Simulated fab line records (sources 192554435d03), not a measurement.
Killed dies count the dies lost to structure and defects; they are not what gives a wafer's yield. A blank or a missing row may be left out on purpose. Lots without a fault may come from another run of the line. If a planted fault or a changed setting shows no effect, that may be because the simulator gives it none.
Which tool was responsible?    flow n5Finfet    21 lots, 63 wafers sampled, at 1 step of a route of 1938

== WHAT EACH GAUGE READ, for each wafer ==
N5_BEOL_M7_OVL_MEAS_12.
lot   measured      on          M7_OVL (nm)
L076  day 10 11:28  overlay-02  0.0 -1.2 0.0
L074  day 10 15:53  overlay-02  -1.6 -1.1 -0.7
L075  day 10 18:26  overlay-01  -0.8 -1.0 -1.0
L078  day 11 16:07  overlay-02  -1.3 -0.3 -0.4
L080  day 11 16:17  overlay-01  0.0 0.9 -1.1
L079  day 11 20:44  overlay-02  -0.7 -0.2 -0.3
L082  day 12 03:16  overlay-01  -1.1 -0.3 -2.0
L083  day 12 20:31  overlay-02  -0.7 0.7 -0.7
L084  day 12 23:53  overlay-02  -0.6 -1.5 -0.2
L086  day 13 08:40  overlay-02  0.9 1.0 -0.2
L087  day 13 11:25  overlay-02  -1.0 -0.4 0.2
L085  day 13 11:35  overlay-01  1.1 -0.3 -0.6
L091  day 14 18:08  overlay-02  0.5 -0.3 -0.5
L090  day 14 18:47  overlay-02  -0.4 -1.4 -0.2
L088  day 14 19:42  overlay-01  -1.6 -0.2 -0.4
L092  day 15 00:01  overlay-01  -1.1 -0.9 0.1
L094  day 15 00:41  overlay-01  -1.9 -0.9 -1.1
L093  day 15 06:45  overlay-02  -1.2 -0.7 -1.2
L095  day 15 22:38  overlay-02  0.0 -0.5 0.2
L096  day 16 01:09  overlay-02  -1.0 -1.2 -1.0
L097  day 16 05:16  overlay-01  -2.6 -1.4 -0.8

== TOOL THAT RAN EACH LOT (tool first, then ch and the chambers of the sampled wafers, then the start) ==
There is no process step in the record ahead of these readings.

== WHAT THE TOOLS THEMSELVES READ (means of the sampled wafers that have a number; where no wafer has one, the mark that the record gives instead) ==
The record holds no such reading with a usual standard deviation.

== THE ANSWER, worked out from the rows above alone ==
Rule: usual is defined by the lots themselves. Put in order of their means at a reading, lots are off if they are a third of the lots or fewer, leave a main group of 4 or more, and stand apart from it by a gap of 3 or more times the standard deviation of the main group's means; of several such gaps the widest counts. If all means in a main group match to the digits the tables above print for the reading, that group is not used. Also off: a lot with no number at a reading for which 4 or more lots have one. Any other lot the step has rows for is counted as sound. The gauges are gone through in route order, then the tools' own readings, and for those a lot's mean is taken as printed above. At the first step where some lot is off, the reading lying furthest off is the one used; lots without a number count as furthest.
No lot is off at any reading shown: from this, nothing can be told.

== WHAT WAS PUT IN BY THE SIMULATOR ==
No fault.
